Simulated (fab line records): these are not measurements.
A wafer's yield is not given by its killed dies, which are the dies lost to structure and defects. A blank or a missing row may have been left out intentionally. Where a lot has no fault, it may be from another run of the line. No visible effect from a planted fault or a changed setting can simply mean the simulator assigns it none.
The same fault as seen by 3 desks    flow n5 finfet    each desk holds nothing but its own numbers, with what lay behind them at the end
Where a reading is given only as a bound, like >300, the bound stands for it, and a mean or a difference that rests on one is marked > or <: the true number lies beyond.

THE DEFECT DESK
What the inspections along the route counted, lot by lot: means of the sampled wafers that have a number. A lot is out of limits, marked OUT, if its mean lies more than 4 standard deviations from the usual mean; the brackets give that distance.
Columns: A = raw defect count at N5_ZERO_LAYER_INSPECT_20, usual 34; B = raw defect count at N5_WELL_APT_INSPECT_10, usual 1.9; C = raw defect count at N5_WELL_APT_INSPECT_38, usual 13
lot   first seen here  A               B                C
L977  day 1 13:39      43              4.0              12
L980  day 2 07:29      39              2.3              14
L983  day 3 01:15      38              1.3              14
L984  day 3 07:16      28              2.7              14
L987  day 4 01:23      26              1.3              16
L989  day 4 13:49      29              2.7              9
L996  day 6 07:18      155 (+8.1) OUT  >101 (>+71) OUT  132 (+26) OUT
L997  day 6 13:38      137 (+6.8) OUT  >101 (>+71) OUT  123 (+24) OUT
L998  day 6 19:41      134 (+6.7) OUT  >101 (>+71) OUT  133 (+26) OUT
L100  day 7 07:38      50              1.3              15
This desk's verdict: out of limits on L996, L997, L998, starting with L996 at day 6 07:18 (raw defect count at N5_ZERO_LAYER_INSPECT_20). L977, L980, L983, L984, L987, L989, L100 stayed within limits.

TOOL OWNER'S DESK, pecvd-01
The tool's own readings at N5_ZERO_LAYER_PECVD_02 (deposits SiO2 from SiH4/N2O, target thk 10 nm, time 6 s): means of the sampled wafers that have a number, for each lot that ran on this tool. A lot is out of limits, marked OUT, if its mean lies more than 4 standard deviations from the usual mean; the brackets give that distance.
Columns: A = heater power w at N5_ZERO_LAYER_PECVD_02, usual 772 W; B = showerhead plenum p Torr at N5_ZERO_LAYER_PECVD_02, usual 8.19 Torr
lot   first seen here  A    B
L977  day 1 12:18      727  8.28
L983  day 3 00:17      889  8.33
L987  day 4 00:17      800  8.36
L989  day 4 12:17      876  8.35
L996  day 6 06:17      775  8.30
L997  day 6 12:17      801  8.31
L998  day 6 18:29      821  8.31
This desk found nothing out of limits on any of the 7 lots.

THE METROLOGY DESK
Means of the sampled wafers that have a number, per lot and without regard to the tool the lot ran on: this is what the gauges read. A lot is out of limits, marked OUT, if its mean lies more than 4 standard deviations from the usual mean; the brackets give that distance. It has 11 readings; the 7 that lie furthest out on some lot are the ones shown.
Columns: A = PMOS_HMC_BLK_OVL at N5_PMOS_HMC_CHANNEL_EPI_OVL_MEAS_10, usual 0.5 nm; B = DIBL_N at N5_BEOL_M4_RC_MEAS_101, usual 36.6 mV/V; C = DIBL_P at N5_BEOL_M4_RC_MEAS_101, usual 36.4 mV/V; D = ION_N at N5_BEOL_M4_RC_MEAS_101, usual 678 uA/um; E = SS_N at N5_BEOL_M4_RC_MEAS_101, usual 71.5 mV/dec; F = SS_P at N5_BEOL_M4_RC_MEAS_101, usual 73.4 mV/dec; G = VT_P at N5_BEOL_M4_RC_MEAS_101, usual -249 mV
lot   first seen here  A     B     C     D    E     F     G
L977  day 1 17:49      -0.3  37.3  37.2  690  71.4  73.2  -249
L980  day 2 11:16      0.9   36.6  35.5  680  71.6  73.6  -246
L983  day 3 05:20      1.0   38.4  37.4  683  72.3  73.2  -247
L984  day 3 11:47      -1.6  36.1  36.4  676  71.3  73.0  -254
L987  day 4 05:50      1.5   35.4  35.1  669  71.2  73.0  -251
L989  day 4 17:48      0.0   36.1  35.3  677  71.3  73.3  -249
L996  day 6 11:11      -0.2  37.1  37.5  668  71.4  73.2  -250
L997  day 6 17:22      -0.8  38.1  36.9  680  71.7  73.8  -253
L998  day 7 00:20      1.0   37.2  38.6  676  72.1  73.6  -249
L100  day 7 11:52      -0.1  36.0  36.7  678  71.3  72.5  -251
This desk found nothing out of limits on any of the 10 lots.

PUT TOGETHER
The defect desk could have raised an alarm at day 6 07:18, on L996, L997, L998.
The desk of the tool owner found nothing out of limits.
Metrology desk: nothing out of limits seen.
The tool owner's desk has L996, L997, L998 on record, within its limits.
The metrology desk holds a record of L996, L997, L998, inside its limits.
Every lot named ran N5_ZERO_LAYER_PECVD_02 on pecvd-01.

WHAT THE SIMULATOR HAD INSERTED
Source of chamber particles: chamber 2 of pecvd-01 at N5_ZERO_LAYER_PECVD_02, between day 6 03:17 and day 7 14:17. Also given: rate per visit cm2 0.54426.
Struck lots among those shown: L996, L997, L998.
Hours from the fault's start to each desk's first reading out of limits: the defect desk, 4.
